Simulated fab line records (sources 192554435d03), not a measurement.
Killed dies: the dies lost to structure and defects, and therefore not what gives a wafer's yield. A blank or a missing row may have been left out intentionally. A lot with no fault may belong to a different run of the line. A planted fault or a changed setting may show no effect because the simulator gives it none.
Lot-split experiment :: flow n5_finfet :: route with 1938 steps; 7 lots, 21 wafers read

## SPLIT DETAILS
At N5_HKMG_FIN_ETCH_54 (etches SiARC in CF4, target depth 45.5 nm, time 75.8 s), the setting source_w was moved away from the recipe's 545 W on 9 of the 21 wafers read, by -14.4% to +14.1%. All remaining wafers had this setting at the recipe value.

The reading comes from the split's own step.

## THE READING
rf_vpp_V, in V, at N5_HKMG_FIN_ETCH_54 (etches SiARC in CF4, target depth 45.5 nm, time 75.8 s). A value of 184.2 V with a standard deviation of 1.1 V is what fault-free wafers of this fab line usually give.

wafer: L075.1
tool, chamber at the split: rie_diel-04, 0
source_w as run, W: 545
against the recipe: recipe
rf_vpp_V, V: 184.6
against lot-mates on the recipe: -

wafer: L075.2
tool, chamber at the split: rie_diel-04, 2
source_w as run, W: 545
against the recipe: recipe
rf_vpp_V, V: 184.5
against lot-mates on the recipe: -

wafer: L075.3
tool, chamber at the split: rie_diel-04, 1
source_w as run, W: 545
against the recipe: recipe
rf_vpp_V, V: 183.3
against lot-mates on the recipe: -

wafer: L076.3
tool, chamber at the split: rie_diel-04, 2
source_w as run, W: 545
against the recipe: recipe
rf_vpp_V, V: 184.4
against lot-mates on the recipe: -

wafer: L076.4
tool, chamber at the split: rie_diel-04, 0
source_w as run, W: 621.8
against the recipe: +14.1%
rf_vpp_V, V: 178.3
against lot-mates on the recipe: -6.4

wafer: L076.5
tool, chamber at the split: rie_diel-04, 3
source_w as run, W: 545
against the recipe: recipe
rf_vpp_V, V: 185.0
against lot-mates on the recipe: -

wafer: L087.1
tool, chamber at the split: rie_diel-01, 2
source_w as run, W: 609.2
against the recipe: +11.8%
rf_vpp_V, V: 177.4
against lot-mates on the recipe: -6.3

wafer: L087.5
tool, chamber at the split: rie_diel-01, 0
source_w as run, W: 545
against the recipe: recipe
rf_vpp_V, V: 181.9
against lot-mates on the recipe: -

wafer: L087.6
tool, chamber at the split: rie_diel-01, 3
source_w as run, W: 545
against the recipe: recipe
rf_vpp_V, V: 185.5
against lot-mates on the recipe: -

wafer: L090.2
tool, chamber at the split: rie_diel-04, 2
source_w as run, W: 466.4
against the recipe: -14.4%
rf_vpp_V, V: 195.5
against lot-mates on the recipe: no lot-mate on the recipe

wafer: L090.5
tool, chamber at the split: rie_diel-04, 1
source_w as run, W: 466.4
against the recipe: -14.4%
rf_vpp_V, V: 193.9
against lot-mates on the recipe: no lot-mate on the recipe

wafer: L090.6
tool, chamber at the split: rie_diel-04, 2
source_w as run, W: 466.4
against the recipe: -14.4%
rf_vpp_V, V: 195.0
against lot-mates on the recipe: no lot-mate on the recipe

wafer: L092.2
tool, chamber at the split: rie_diel-04, 3
source_w as run, W: 545
against the recipe: recipe
rf_vpp_V, V: 184.5
against lot-mates on the recipe: -

wafer: L092.3
tool, chamber at the split: rie_diel-04, 1
source_w as run, W: 520
against the recipe: -4.6%
rf_vpp_V, V: 185.7
against lot-mates on the recipe: +1.2

wafer: L092.6
tool, chamber at the split: rie_diel-04, 0
source_w as run, W: 520
against the recipe: -4.6%
rf_vpp_V, V: 188.8
against lot-mates on the recipe: +4.3

wafer: L093.1
tool, chamber at the split: rie_diel-01, 2
source_w as run, W: 506.1
against the recipe: -7.1%
rf_vpp_V, V: 189.0
against lot-mates on the recipe: +4.4

wafer: L093.2
tool, chamber at the split: rie_diel-01, 1
source_w as run, W: 506.1
against the recipe: -7.1%
rf_vpp_V, V: 191.5
against lot-mates on the recipe: +6.9

wafer: L093.6
tool, chamber at the split: rie_diel-01, 1
source_w as run, W: 545
against the recipe: recipe
rf_vpp_V, V: 184.6
against lot-mates on the recipe: -

wafer: L094.2
tool, chamber at the split: rie_diel-01, 2
source_w as run, W: 545
against the recipe: recipe
rf_vpp_V, V: 184.6
against lot-mates on the recipe: -

wafer: L094.4
tool, chamber at the split: rie_diel-01, 0
source_w as run, W: 545
against the recipe: recipe
rf_vpp_V, V: 182.1
against lot-mates on the recipe: -

wafer: L094.6
tool, chamber at the split: rie_diel-01, 0
source_w as run, W: 545
against the recipe: recipe
rf_vpp_V, V: 182.7
against lot-mates on the recipe: -

THE FIT
A straight line over all 21 wafers: rf_vpp_V changes by -0.652 V for each +1% of source_w; r = -0.96; the points scatter about the line by 1.5 V.
The same after taking each lot's own level away (the mean of its wafers on the recipe; 18 wafers): -0.563 V for each +1%; r = -0.93; scatter 1.3 V.
That fit puts the effect of the largest move of source_w on the reading at 8.1 V.
The span of the lots' own levels, 183.13 to 184.70 V, comes to 1.4 times the standard deviation stated above.
In other words, the slope is changed by the lot-to-lot level; the two fits disagree.
Check: -8.68 V against its lot-mates is what the line predicts for one of the wafers moved furthest among these (+14.1%) when that wafer is left out of the fit. Against them it came out at -6.4 V.
Tool readings at the split's step, against how far the setting was moved: etch_rf_on_time_s r = -0.93; rf_vpp_V r = -0.96.

## ADDITIONAL SPLITS CARRIED BY THESE WAFERS
These wafers also went through other splits before the reading. Each is held against what the fit with the lots' levels taken away leaves over:
other split on the same wafers: N5_SD_EPI_P_PEB_07 peb_time_s
wafers away from the commonest value: 10
r with rf_vpp_V (lot level and that fit taken away): +0.25

other split on the same wafers: N5_SDB_ETCH_18 source_w
wafers away from the commonest value: 7
r with rf_vpp_V (lot level and that fit taken away): -0.18

## THE WHOLE CHAIN: every reading that the file lists as answering this split, in the file's order
step: N5_HKMG_FIN_ETCH_54
what it does: etches SiARC in CF4, target depth 45.5 nm, time 75.8 s
reading: etch_rf_on_time_s
change (the file's fit): withheld for each +1% of the setting
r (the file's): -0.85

step: N5_HKMG_FIN_ETCH_54
what it does: etches SiARC in CF4, target depth 45.5 nm, time 75.8 s
reading: rf_vpp_V
change (the file's fit): -0.532 V for each +1% of the setting
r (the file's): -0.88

## THE FILE'S OWN FIT
rf_vpp_V changes by -0.532 V for each +1% of source_w, r = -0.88.
